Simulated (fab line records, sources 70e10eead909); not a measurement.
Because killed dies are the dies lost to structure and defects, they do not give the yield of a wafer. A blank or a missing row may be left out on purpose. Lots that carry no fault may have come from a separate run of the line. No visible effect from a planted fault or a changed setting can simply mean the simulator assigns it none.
Chamber matching ; flow nand_harc ; NHARC_A_BLC_STRIP_21 on rie_diel-11 has 4 sister chambers
The step strips in O2. 4 wafers are shown with their chamber, then 12 later ones without.

EACH WAFER AND ITS CHAMBER
wafer;chamber;showerhead_plenum_p_Torr (Torr)
L090.6;0;3.58
L089.4;2;3.40
L091.1;3;3.51
L091.6;1;3.68

WAFERS WITHOUT THEIR CHAMBER
wafer;showerhead_plenum_p_Torr (Torr)
L097.1;3.57
L097.4;3.68
L097.6;3.68
L095.2;3.57
L095.3;3.51
L095.5;3.40
L094.3;3.57
L094.5;3.57
L094.6;3.68
L096.1;3.57
L096.2;3.68
L096.4;3.51

CHAMBER TAKEN BY EACH
wafer;from the rows above;in truth
L097.1;0;0
L097.4;1;1
L097.6;1;1
L095.2;0;0
L095.3;3;3
L095.5;2;2
L094.3;0;0
L094.5;0;0
L094.6;1;1
L096.1;0;0
L096.2;1;1
L096.4;3;3
Placed correctly: 12 of 12. Left unplaced by these rows: 0. 0 placed wrongly.
How it was worked out, from the rows above alone: a wafer's distance from a chamber is the root of the sum, over the readings, of the square of ((its reading less the chamber's mean) divided by the reading's scatter). If the next closest chamber is less than 2 further off than the closest, the wafer can't be placed; otherwise it belongs to the closest. A chamber's mean is the mean of its shown wafers. The scatter: with one shown wafer a chamber, the root of the mean of the squares of how far each hidden wafer lies from its nearest shown one.
